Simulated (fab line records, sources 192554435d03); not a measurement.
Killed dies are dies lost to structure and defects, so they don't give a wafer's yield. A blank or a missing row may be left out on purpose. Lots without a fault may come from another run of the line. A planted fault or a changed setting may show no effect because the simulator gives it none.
A struck lot beside a sound one | flow n5_finfet | 26 steps out of a route of 1938
Sound: wafers L178.1, L178.2, L178.6. Struck: wafers L188.2, L188.5, L188.6. The cause comes at the end.
At each step with rows: each side's tool, then ch and its chambers, then its first start. Under that, the readings that differ: sound wafers | struck wafers | difference of the means | sigmas: that difference in standard deviations of wafers without a fault.
alike: readings whose means differ by less than 2 such deviations, and words and numbers that are the same on both sides. not compared: withheld readings, readings that some wafer has no value for, bounds like >300 that may hide the same value, and numbers for which the record gives no deviation and whose values overlap.
The two part at a step that has a row with sigmas, a row that says differs or no value, or rows on one side only. Numbers that don't overlap but have no deviation are shown without sigmas and don't part them. A reading that every wafer of one side lacks parts them only if that side has two wafers or more.

first, 8 steps without rows for these wafers: N5_BEOL_M9_DEVELOP_10 (develop time 30 s); N5_BEOL_M9_DESCUM_16 (chemistry O2, time 7.9 s); N5_BEOL_M9_ETCH_61 (etches SiARC in CF4, target depth 39 nm, time 65 s); N5_BEOL_M9_ETCH_62 (etches SOC in N2/H2, target depth 110 nm, overetch 22 nm, time 165 s); N5_BEOL_M9_STRIP_68 (strips in N2/H2); N5_BEOL_M9_STRIP_67 (strips in CF4); N5_BEOL_M9_HM_OPEN_17 (chemistry Cl2/BCl3, target TiN, target depth 20 nm, overetch 6 nm); N5_BEOL_M9_STRIP_19 (strips in O2).
N5_BEOL_M9_COAT_63: time 60 s, resist thk 60 nm.
  sound on litho_track-02 ch 0, day 12 17:19; struck on litho_track-02 ch 0, day 15 03:25
  reading                                  | sound                | struck               | difference | sigmas
  spin_speed_rpm (rpm)                     | 1499.5 1499.9 1498.9 | 1171.8 1172.0 1171.8 | -327.6     | -99 or more
  model.SOC_of_BEOL_M9_COAT_63.thk_nm (nm) | 60 59.8 60           | 67.8 67.6 67.6       | +7.7       |
then, 11 steps without rows for these wafers: N5_BEOL_M9_COAT_64 (time 60 s, resist thk 12 nm); N5_BEOL_M9_COAT_75 (time 60 s, resist thk 5 nm); N5_BEOL_M9_COAT_22 (resist thk 30 nm); N5_BEOL_M9_EBR_24; N5_BEOL_M9_SOFTBAKE_23 (time 60 s); N5_BEOL_M9_EXPOSE_25 (exposes mask V8); N5_BEOL_M9_PEB_26 (peb time 60 s); N5_BEOL_M9_DEVELOP_27 (develop time 30 s); N5_BEOL_M9_DESCUM_33 (chemistry O2, time 7 s); N5_BEOL_M9_ETCH_76 (etches underlayer in N2/H2, target depth 6.5 nm, time 5.2 s); N5_BEOL_M9_ETCH_65 (etches SiARC in CF4, target depth 15.6 nm, time 26 s).
N5_BEOL_M9_ETCH_66: etches SOC in N2/H2, target depth 80 nm, overetch 16 nm, time 120 s.
  sound on rie_diel-05 ch 0,2,3, day 12 17:57; struck on rie_diel-03 ch 2,3, day 15 04:29
  reading                  | sound            | struck           | difference | sigmas
  model.etch.depth_nm (nm) | 59.93 59.9 59.94 | 67.9 67.57 67.64 | +7.8       |
  alike: drypump_motor_current_A, oes_product_au, rf_vpp_V, showerhead_plenum_p_Torr, throttle_valve_pct
  not compared: rf_hours_counter_h
then, 2 steps without rows for these wafers: N5_BEOL_M9_STRIP_69 (strips in N2/H2); N5_BEOL_M9_STRIP_77 (strips in N2/H2).
N5_BEOL_M9_VIA_ETCH_34: etches SiCOH lowk in C4F6/O2, target depth 182.4 nm, time 68.4 s.
  sound on rie_diel-05 ch 0,2,3, day 12 18:04; struck on rie_diel-03 ch 2,3, day 15 04:35
  reading                                  | sound      | struck       | difference | sigmas
  model.SOC_of_BEOL_M9_COAT_63.thk_nm (nm) | 50.8 51 51 | 59 58.4 58.8 | +8         |
  alike: drypump_motor_current_A, oes_product_au, rf_vpp_V, showerhead_plenum_p_Torr, throttle_valve_pct
  not compared: rf_hours_counter_h
then, 1 step without rows for these wafers: N5_BEOL_M9_STRIP_73 (strips in C4F6/O2).
N5_PASSIVATION_PROBE_49:
  the record has rows for the sound wafers here (prober-02, day 15 06:49) and none for the struck ones

WHERE THEY PART
First at N5_BEOL_M9_COAT_63; last, within this record, at N5_PASSIVATION_PROBE_49.

WHY: what the simulator had put in
Process parameter drift: litho_track-02, from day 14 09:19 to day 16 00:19, at N5_BEOL_M9_COAT_63. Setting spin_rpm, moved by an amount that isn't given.
